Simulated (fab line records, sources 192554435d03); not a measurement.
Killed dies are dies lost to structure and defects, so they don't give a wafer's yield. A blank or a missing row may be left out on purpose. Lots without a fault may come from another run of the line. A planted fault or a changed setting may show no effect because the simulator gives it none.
One fault seen from 2 desks | flow n5_finfet | each desk has only its own numbers; what lay behind them comes last

THE TOOL OWNER'S DESK: rie_metal-03
The tool's own readings at N5_GATE_CUT_CUT_ETCH_53 (etches W in SF6/Cl2, target depth 79.2 nm): means of the sampled wafers that have a number, for each lot that ran on this tool. A lot is out of limits, marked OUT, if its mean lies more than 4 standard deviations from the usual mean; the brackets give that distance.
Columns: A = drypump_motor_current_A at N5_GATE_CUT_CUT_ETCH_53, usual 5.3 A; B = etch_rf_on_time_s at N5_GATE_CUT_CUT_ETCH_53, usual 26.3 s; C = oes_product_au at N5_GATE_CUT_CUT_ETCH_53, usual 0.69 a.u.; D = rf_fwd_power_W at N5_GATE_CUT_CUT_ETCH_53, usual 878 W; E = throttle_valve_pct at N5_GATE_CUT_CUT_ETCH_53, usual 28.9 %
lot  | first seen here | A   | B               | C    | D             | E
L705 | day 6 22:38     | 5.0 | 24.9            | 0.85 | 879           | 28.7
L707 | day 7 14:11     | 5.3 | 25.3            | 0.78 | 879           | 28.8
L708 | day 7 17:17     | 5.3 | 32.1 (+5.3) OUT | 0.68 | 662 (-65) OUT | 28.8
L709 | day 7 21:28     | 5.2 | 31.9 (+5.1) OUT | 0.68 | 666 (-64) OUT | 28.8
This desk's finding: out of limits on L708, L709; first on L708, day 7 17:17 (etch_rf_on_time_s at N5_GATE_CUT_CUT_ETCH_53). In limits: L705, L707.

THE METROLOGY DESK
What the gauges read, lot by lot, whatever tool the lot ran on: means of the sampled wafers that have a number. A lot is out of limits, marked OUT, if its mean lies more than 4 standard deviations from the usual mean; the brackets give that distance. Of its 10 readings 7 are shown: those that lie furthest out on some lot.
Columns: A = DIBL_N at N5_BEOL_M4_RC_MEAS_101, usual 35.8 mV/V; B = IOFF_P at N5_BEOL_M4_RC_MEAS_101, usual 0.194 nA/um; C = ION_N at N5_BEOL_M4_RC_MEAS_101, usual 667 uA/um; D = ION_P at N5_BEOL_M4_RC_MEAS_101, usual 456 uA/um; E = SS_N at N5_BEOL_M4_RC_MEAS_101, usual 71.4 mV/dec; F = VT_N at N5_BEOL_M4_RC_MEAS_101, usual 251 mV; G = VT_P at N5_BEOL_M4_RC_MEAS_101, usual -252 mV
lot  | first seen here | A    | B     | C   | D   | E    | F   | G
L703 | day 12 05:59    | 34.2 | 0.210 | 674 | 465 | 71.0 | 249 | -248
L704 | day 12 09:15    | 36.4 | 0.223 | 669 | 464 | 71.5 | 250 | -246
L705 | day 12 13:01    | 34.7 | 0.219 | 665 | 463 | 71.4 | 249 | -248
L707 | day 12 22:44    | 35.5 | 0.203 | 671 | 465 | 70.6 | 252 | -250
L709 | day 12 22:57    | 36.1 | 0.185 | 662 | 451 | 71.7 | 251 | -252
L708 | day 13 19:43    | 35.8 | 0.188 | 668 | 454 | 72.0 | 251 | -253
L715 | day 14 23:49    | 36.2 | 0.226 | 670 | 465 | 71.5 | 246 | -247
L718 | day 15 11:44    | 37.0 | 0.218 | 676 | 463 | 71.0 | 249 | -250
L719 | day 15 13:35    | 35.5 | 0.164 | 666 | 451 | 71.6 | 250 | -256
This desk's finding: nothing out of limits on any of the 9 lots.

PUT TOGETHER
The tool owner's desk could have raised an alarm at day 7 17:17, on L708, L709.
The metrology desk saw nothing out of limits.
The metrology desk has L708, L709 on record, within its limits.
Of the lots named, all ran N5_GATE_CUT_CUT_ETCH_53 on rie_metal-03.

WHAT THE SIMULATOR HAD PUT IN
Process parameter drift: rie_metal-03, from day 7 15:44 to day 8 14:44, at N5_GATE_CUT_CUT_ETCH_53. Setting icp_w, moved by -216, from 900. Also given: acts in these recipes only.
Lots struck among those shown: L708, L709.
Hours from the fault's start to each desk's first reading out of limits: the tool owner's desk, 2.
